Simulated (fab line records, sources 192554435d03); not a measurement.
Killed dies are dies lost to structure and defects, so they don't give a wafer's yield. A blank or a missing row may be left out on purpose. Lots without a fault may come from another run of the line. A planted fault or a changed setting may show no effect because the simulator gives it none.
Chamber matching | flow n5_finfet | N5_BEOL_M11_ETCH_62 on rie_diel-01: 4 sister chambers
The step etches SOC in N2/H2, target depth 110 nm, overetch 22 nm, time 165 s. 4 wafers are shown with their chamber, then 7 later ones without.

WAFERS WITH THEIR CHAMBER
wafer  | chamber | showerhead_plenum_p_Torr (Torr)
L090.2 | 3       | 2.61
L090.5 | 1       | 2.62
L091.2 | 2       | 2.42
L091.3 | 0       | 2.67

WAFERS WITHOUT THEIR CHAMBER
wafer  | showerhead_plenum_p_Torr (Torr)
L091.6 | 2.62
L092.2 | 2.42
L092.3 | 2.62
L092.4 | 2.67
L097.1 | 2.61
L097.3 | 2.62
L097.5 | 2.66

WHICH CHAMBER EACH WENT THROUGH
wafer  | from the rows above | in truth
L091.6 | 1                   | 1
L092.2 | 2                   | 2
L092.3 | 1                   | 1
L092.4 | 0                   | 0
L097.1 | 3                   | 3
L097.3 | 1                   | 1
L097.5 | 0                   | 0
Placed correctly: 7 of 7. Can't be placed from these rows: 0. Placed wrongly: 0.
How it was worked out, from the rows above alone: a wafer's distance from a chamber is the root of the sum, over the readings, of the square of ((its reading less the chamber's mean) divided by the reading's scatter). The wafer belongs to the nearest chamber; if the next one is less than 2 further off, it can't be placed. A chamber's mean is the mean of its shown wafers. The scatter: with one shown wafer a chamber, the root of the mean of the squares of how far each hidden wafer lies from its nearest shown one.
